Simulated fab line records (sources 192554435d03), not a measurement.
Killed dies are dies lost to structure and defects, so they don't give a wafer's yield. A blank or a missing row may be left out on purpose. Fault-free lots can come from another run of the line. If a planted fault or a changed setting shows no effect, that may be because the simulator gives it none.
A lot that was struck, set against a sound lot | flow n5_finfet | 38 out of 1938 route steps
Sound: these wafers, L468.1, L468.3, L468.4. Struck: wafer L479.6. (L479.4 of the same lot was not struck and is left out.) The cause comes at the end.
At each step with rows: each side's tool, then ch and its chambers, then its first start. Under that, the readings that differ: sound wafers | struck wafers | difference of the means | sigmas: that difference in standard deviations of wafers without a fault.
alike: a reading whose means differ by less than 2 such deviations, as well as words and numbers matching on both sides. not compared: withheld readings; readings where some wafer has no value; bounds like >300 that might hide an equal value; numbers whose values overlap and for which the record gives no deviation.
A row with sigmas, a row that says differs or no value, or rows on one side alone: a step with any of these is where the two part. Numbers that have no deviation but don't overlap get no sigmas and don't part them. Lack of a reading on every wafer of one side parts them only where that side has two or more wafers.

first, 9 steps without rows for these wafers: N5_BEOL_M1_ANNEAL_95 (time 240 s); N5_BEOL_M1_SPUTTER_96 (material Cu, target thk 4.5 nm, time 8.29 s); N5_BEOL_M1_ECD_50 (material Cu, target thk 300 nm); N5_BEOL_M1_ANNEAL_51 (time 90 s); N5_BEOL_M1_CMP_52 (polishes, stops on SiOC, t overpolish 6.8 s, target thk 40 nm); N5_BEOL_M1_PRE_CLEAN_60 (time 15 s); N5_BEOL_M1_CO_CAP_55 (material Co, precursor CCTBA/H2, target thk 2 nm, time 102.1 s); N5_BEOL_M1_PRE_CLEAN_56 (time 15 s); N5_BEOL_M1_DEP_57 (deposits SiCN from 3MS/NH3, target thk 8 nm, time 14 s).
N5_BEOL_M2_ILD_DEP_00: deposits SiOC from DEMS/O2, target thk 79 nm, time 15.3 s.
  sound on pecvd-04 ch 1,2, day 8 17:46; struck on pecvd-03 ch 2, day 11 18:13
  reading                                      | sound        | struck | difference | sigmas
  model.SiOC_of_BEOL_M2_ILD_DEP_00.thk_nm (nm) | 79 79.6 79.6 | 103.6  | +24.2      |
  alike: heater_power_w, showerhead_plenum_p_Torr, throttle_valve_pct
N5_BEOL_M2_THK_MEAS_01:
  sound: film_metro-01 at day 8 17:51; struck: film_metro-01 at day 11 18:16
  reading         | sound          | struck | difference | sigmas
  M2_ILD_THK (nm) | 78.9 79.5 79.5 | 103.6  | +24.3      | +24
then, 24 steps without rows for these wafers: N5_BEOL_M2_PECVD_72 (deposits SiO2 from TEOS/O2, target thk 16 nm, time 18 s); N5_BEOL_M2_HM_DEP_02 (deposits TiN, target thk 20 nm); N5_BEOL_M2_COAT_61 (time 60 s, resist thk 60 nm); N5_BEOL_M2_COAT_62 (time 60 s, resist thk 12 nm); N5_BEOL_M2_COAT_73 (time 60 s, resist thk 5 nm); N5_BEOL_M2_COAT_05 (resist thk 30 nm); N5_BEOL_M2_EBR_07; N5_BEOL_M2_SOFTBAKE_06 (time 60 s); N5_BEOL_M2_EXPOSE_08 (exposes mask M2); N5_BEOL_M2_PEB_09 (peb time 60 s); N5_BEOL_M2_DEVELOP_10 (develop time 30 s); N5_BEOL_M2_DESCUM_16 (chemistry O2, time 7 s); N5_BEOL_M2_ETCH_74 (etches underlayer in N2/H2, target depth 6.5 nm, time 5.2 s); N5_BEOL_M2_ETCH_63 (etches SiARC in CF4, target depth 15.6 nm, time 26 s); N5_BEOL_M2_ETCH_64 (etches SOC in N2/H2, target depth 75 nm, overetch 22.5 nm, time 121.9 s); N5_BEOL_M2_STRIP_65 (strips in N2/H2); N5_BEOL_M2_STRIP_75 (strips in N2/H2); N5_BEOL_M2_STRIP_66 (strips in CF4); N5_BEOL_M2_HM_OPEN_17 (chemistry Cl2/BCl3, target TiN, target depth 20 nm, overetch 6 nm); N5_BEOL_M2_STRIP_19 (strips in O2); N5_BEOL_M2_COAT_67 (time 60 s, resist thk 60 nm); N5_BEOL_M2_COAT_68 (time 60 s, resist thk 12 nm); N5_BEOL_M2_COAT_76 (time 60 s, resist thk 5 nm); N5_BEOL_M2_COAT_22 (resist thk 30 nm).
N5_BEOL_M2_CMP_52: polishes, stops on SiOC, t overpolish 6.8 s, target thk 40 nm.
  sound on cmp-02 ch 1,2,3, day 9 00:22; struck on cmp-03 ch 3, day 12 07:01
  reading                                      | sound        | struck | difference | sigmas
  model.SiOC_of_BEOL_M2_ILD_DEP_00.thk_nm (nm) | 76 76.6 76.6 | 100.6  | +24.2      |
  alike: edge_zone_pressure_frac, head_pressure_psi, motor_current_A
N5_BEOL_M4_RC_MEAS_101:
  sound on prober-02 ch 0, day 9 21:11; struck on prober-01 ch 0, day 13 11:12
  alike: DIBL_N, DIBL_P, IOFF_N, IOFF_P, ION_N, ION_P, SS_N, SS_P, VT_N, VT_P
-- a jump in the record: the struck wafers' starts before and after are 5 days apart (it breaks off in module BEOL_M4 and resumes in module PASSIVATION, where the first step shown is number 1936 of the route) --
N5_PASSIVATION_PROBE_49:
  record: rows for the struck wafers here (prober-02, day 18 01:46), none for the sound ones

== WHERE THEY PART ==
First at N5_BEOL_M2_THK_MEAS_01; last, within this record, at N5_PASSIVATION_PROBE_49.

WHY: the cause the simulator had injected
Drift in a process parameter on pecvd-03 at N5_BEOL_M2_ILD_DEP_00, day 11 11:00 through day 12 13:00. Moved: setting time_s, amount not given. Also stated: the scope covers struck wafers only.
